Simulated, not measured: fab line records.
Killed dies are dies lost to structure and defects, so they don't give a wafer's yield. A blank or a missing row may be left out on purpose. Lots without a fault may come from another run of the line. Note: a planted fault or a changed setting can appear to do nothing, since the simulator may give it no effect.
Comparing a struck lot with a sound one + flow nand-harc + 42 steps out of a route of 1159
Sound: the wafers L689.2, L689.4, L689.5. Struck: wafer L702.1 (left out: L702.5, L702.6 of the same lot, which were not struck); the cause appears at the end.
Order at every step that has rows: each side's tool, ch and its chambers, its first start. Under that, the readings that differ: sound wafers + struck wafers + difference of the means + sigmas: that difference in standard deviations of wafers without a fault.
alike: a reading whose means differ by less than 2 such deviations, as well as words and numbers matching on both sides. not compared: withheld readings; readings where some wafer has no value; bounds like >300 that might hide an equal value; numbers whose values overlap and for which the record gives no deviation.
The two part at a step that has a row with sigmas, a row that says differs or no value, or rows on one side only. Numbers that don't overlap but have no deviation are shown without sigmas and don't part them. Lack of a reading on every wafer of one side parts them only where that side has two or more wafers.

first, 1 step without rows for these wafers: NHARC_A_M1_PRE_CLEAN_30 (time 30 s).
NHARC_A_M1_PVD_20: deposits TaN, target thk 5 nm, time 8.06 s.
  sound on pvd-sputter-02; struck on pvd-sputter-03
  alike: throttle-valve-pct
then, 4 steps without rows for these wafers: NHARC_A_M1_PVD_21 (deposits Cu, target thk 30 nm, time 20.49 s); NHARC_A_M1_ECD_22 (material Cu, target thk 400 nm); NHARC_A_M1_ANNEAL_31 (time 90 s); NHARC_A_M1_CMP_23 (polishes, t overpolish 20 s, target thk 154.34 nm).
NHARC_A_M1_THK_MEAS_24: measures by xrf.
  struck on film-metro-01, day 22 10:16; sound on film-metro-01, day 18 11:05
  alike: thk-nm
next, for these wafers, 1 step has no rows: NHARC_A_M1_SRD_25.
NHARC_A_M1_INSPECT_27:
  struck on defect-inspect-01, day 22 10:25; sound on defect-inspect-02, day 18 11:14
  alike: raw-defect-count
NHARC_A_M1_PRE_CLEAN_32: time 12 s.
  sound on pecvd-04 ch 1,2, day 18 11:18; struck on pecvd-04 ch 0, day 22 10:31
  alike: heater-power-w
  not compared: since-wet-clean-h
then, 1 step without rows for these wafers: NHARC_A_M1_DEP_33 (deposits SiCN, target thk 30 nm).
NHARC_A_BONDPAD_DEP_00: deposits SiCN, target thk 250 nm.
  sound on pecvd-04 ch 0,1, day 18 12:02; struck on pecvd-04 ch 1, day 22 11:08
  alike: heater-power-w
  not compared: since-wet-clean-h
then, 1 step without rows for these wafers: NHARC_A_BONDPAD_CMP_29 (polishes SiCN, target thk 200 nm).
NHARC_A_BONDPAD_THK_MEAS_30: measures by ellipsometry.
  struck on film-metro-02, day 22 11:47; sound on film-metro-01, day 18 12:36
  alike: thk-nm
then, 10 steps without rows for these wafers: NHARC_A_BONDPAD_SRD_31; NHARC_A_BONDPAD_DEHYDRATE_01 (time 120 s); NHARC_A_BONDPAD_HMDS_02 (time 30 s); NHARC_A_BONDPAD_COAT_33 (time 65 s); NHARC_A_BONDPAD_COAT_03 (resist thk 600 nm); NHARC_A_BONDPAD_SOFTBAKE_04 (time 70 s); NHARC_A_BONDPAD_EBR_05; NHARC_A_BONDPAD_EXPOSE_06 (exposes mask A BPAD); NHARC_A_BONDPAD_PEB_07 (peb time 80 s); NHARC_A_BONDPAD_DEVELOP_08 (time 50 s).
NHARC_A_BONDPAD_CD_MEAS_09: the cd target is 500 nm.
  sound on cd-sem-03 ch 0, day 18 13:10; struck on cd-sem-02 ch 0, day 22 12:15
| reading    | sound             | struck | difference | sigmas |
|------------|-------------------|--------|------------|--------|
| cd-nm (nm) | 500.7 498.2 500.6 | 504.3  | +4.5       | +3     |
NHARC_A_BONDPAD_OVL_MEAS_35:
  struck on overlay-02, day 22 12:20; sound on overlay-01, day 18 13:15
  alike: overlay-x-nm, overlay-y-nm
then, 3 steps without rows for these wafers: NHARC_A_BONDPAD_HARDBAKE_10 (time 65 s); NHARC_A_BONDPAD_DESCUM_11 (chemistry O2, time 3 s); NHARC_A_BONDPAD_ETCH_34 (etches the open film in N2/H2, target depth 60 nm, overetch 18 nm, time 65.91 s).
NHARC_A_BONDPAD_ETCH_12: etches the open film in CHF3/O2, target depth 220 nm, time 110 s.
  sound on rie-diel-03 ch 0,1,2; struck on rie-diel-06 ch 0
  alike: drypump-motor-current-A, oes-product-au, rf-vpp-V, showerhead-plenum-p-Torr, throttle-valve-pct
  not compared: rf-hours-counter-h
NHARC_A_BONDPAD_CD_MEAS_13:
  struck on cd-sem-03, day 22 12:51; sound on cd-sem-01, day 18 13:41
  alike: cd-nm
then, 3 steps without rows for these wafers: NHARC_A_BONDPAD_STRIP_15 (strips in O2); NHARC_A_BONDPAD_ETCH_24 (etches the open film in CF4/N2, target depth 30 nm, time 72.99 s); NHARC_A_BONDPAD_STRIP_16 (strips in post etch residue remover, time 600 s).
NHARC_A_BONDPAD_DEGAS_25: time 60 s.
  struck on pvd-sputter-02, day 22 13:29; sound on pvd-sputter-03, day 18 14:22
| reading            | sound       | struck | difference | sigmas |
|--------------------|-------------|--------|------------|--------|
| heater-power-w (W) | 479 465 492 | 395    | -84        | -2     |
then, 1 step without rows for these wafers: NHARC_A_BONDPAD_PRE_CLEAN_26 (time 30 s).
NHARC_A_BONDPAD_PVD_17: deposits TaN, target thk 5 nm, time 8.06 s.
  sound on pvd-sputter-03; struck on pvd-sputter-02
  alike: throttle-valve-pct
then, 4 steps without rows for these wafers: NHARC_A_BONDPAD_PVD_27 (deposits Cu, target thk 30 nm, time 20.49 s); NHARC_A_BONDPAD_ECD_18 (material Cu, target thk 400 nm); NHARC_A_BONDPAD_ANNEAL_28 (time 90 s); NHARC_A_BONDPAD_CMP_19 (polishes, t overpolish 30 s, cu recess touch 16 s, target thk 169.8 nm).
NHARC_END_SORT_01:
  the record has rows for the struck wafers here (prober-02 ch 0, day 24 07:26) and none for the sound ones

## WHERE THEY PART
At NHARC_A_BONDPAD_CD_MEAS_09 first; at NHARC_END_SORT_01 last (within this record only).

WHY: whatever the simulator had introduced
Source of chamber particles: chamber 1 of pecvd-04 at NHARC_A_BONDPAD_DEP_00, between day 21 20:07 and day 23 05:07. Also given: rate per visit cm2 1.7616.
